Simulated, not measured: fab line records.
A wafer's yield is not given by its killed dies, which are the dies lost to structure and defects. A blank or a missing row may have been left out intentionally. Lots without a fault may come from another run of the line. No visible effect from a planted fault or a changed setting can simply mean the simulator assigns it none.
Chamber matching / flow n5 finfet / rie diel-03 running N5_BEOL_M1_ETCHBACK_99: 4 sister chambers
The step etches SiO2 in CHF3, target depth 5 nm, time 10.4 s. 14 wafers are shown with their chamber, then 7 later ones without.

== WAFERS, EACH WITH ITS CHAMBER ==
wafer=L074.3; chamber=3; showerhead plenum p Torr (Torr)=2.11; throttle valve pct (%)=17.10; drypump motor current A (A)=5.1
wafer=L074.5; chamber=0; showerhead plenum p Torr (Torr)=2.24; throttle valve pct (%)=17.60; drypump motor current A (A)=5.7
wafer=L074.6; chamber=3; showerhead plenum p Torr (Torr)=2.11; throttle valve pct (%)=17.10; drypump motor current A (A)=5.0
wafer=L086.2; chamber=0; showerhead plenum p Torr (Torr)=2.23; throttle valve pct (%)=17.64; drypump motor current A (A)=5.6
wafer=L086.3; chamber=2; showerhead plenum p Torr (Torr)=2.22; throttle valve pct (%)=17.38; drypump motor current A (A)=5.3
wafer=L086.5; chamber=2; showerhead plenum p Torr (Torr)=2.22; throttle valve pct (%)=17.38; drypump motor current A (A)=5.3
wafer=L087.1; chamber=2; showerhead plenum p Torr (Torr)=2.22; throttle valve pct (%)=17.41; drypump motor current A (A)=5.3
wafer=L087.4; chamber=1; showerhead plenum p Torr (Torr)=2.05; throttle valve pct (%)=17.32; drypump motor current A (A)=5.7
wafer=L087.5; chamber=0; showerhead plenum p Torr (Torr)=2.23; throttle valve pct (%)=17.65; drypump motor current A (A)=5.6
wafer=L088.2; chamber=0; showerhead plenum p Torr (Torr)=2.23; throttle valve pct (%)=17.66; drypump motor current A (A)=5.6
wafer=L088.4; chamber=2; showerhead plenum p Torr (Torr)=2.22; throttle valve pct (%)=17.41; drypump motor current A (A)=5.3
wafer=L088.5; chamber=0; showerhead plenum p Torr (Torr)=2.23; throttle valve pct (%)=17.64; drypump motor current A (A)=5.7
wafer=L089.1; chamber=3; showerhead plenum p Torr (Torr)=2.10; throttle valve pct (%)=17.14; drypump motor current A (A)=5.0
wafer=L089.5; chamber=3; showerhead plenum p Torr (Torr)=2.10; throttle valve pct (%)=17.13; drypump motor current A (A)=5.0

SIGNATURES (means of the wafers above)
reading=showerhead plenum p Torr; chamber 0=2.2320; chamber 1=2.0500; chamber 2=2.2200; chamber 3=2.1050; scatter within a chamber=0.00424
reading=throttle valve pct; chamber 0=17.6380; chamber 1=17.3200; chamber 2=17.3950; chamber 3=17.1175; scatter within a chamber=0.0206
reading=drypump motor current A; chamber 0=5.640; chamber 1=5.700; chamber 2=5.300; chamber 3=5.025; scatter within a chamber=0.0442
Rule: a wafer's distance from a chamber is the root of the sum, over the readings, of the square of ((its reading less the chamber's mean) divided by the reading's scatter). The wafer belongs to the nearest chamber; if the next one is less than 2 further off, it can't be placed. The scatter: the root of (the sum of the squares of (reading less its chamber's mean) over the shown wafers, divided by (wafers less chambers)).

== WAFERS WHOSE CHAMBER IS MISSING ==
wafer=L089.6; showerhead plenum p Torr (Torr)=2.22; throttle valve pct (%)=17.40; drypump motor current A (A)=5.3
wafer=L094.2; showerhead plenum p Torr (Torr)=2.10; throttle valve pct (%)=17.15; drypump motor current A (A)=5.1
wafer=L094.4; showerhead plenum p Torr (Torr)=2.23; throttle valve pct (%)=17.66; drypump motor current A (A)=5.6
wafer=L094.5; showerhead plenum p Torr (Torr)=2.05; throttle valve pct (%)=17.33; drypump motor current A (A)=5.7
wafer=L096.1; showerhead plenum p Torr (Torr)=2.23; throttle valve pct (%)=17.67; drypump motor current A (A)=5.6
wafer=L096.4; showerhead plenum p Torr (Torr)=2.04; throttle valve pct (%)=17.35; drypump motor current A (A)=5.7
wafer=L096.5; showerhead plenum p Torr (Torr)=2.04; throttle valve pct (%)=17.35; drypump motor current A (A)=5.7

== EACH ONE'S CHAMBER ==
wafer=L089.6; from the rows above=2; in truth=2
wafer=L094.2; from the rows above=3; in truth=3
wafer=L094.4; from the rows above=0; in truth=0
wafer=L094.5; from the rows above=1; in truth=1
wafer=L096.1; from the rows above=0; in truth=0
wafer=L096.4; from the rows above=1; in truth=1
wafer=L096.5; from the rows above=1; in truth=1
Correctly placed: 7 of 7. Can't be placed from these rows: 0. 0 placed wrongly.
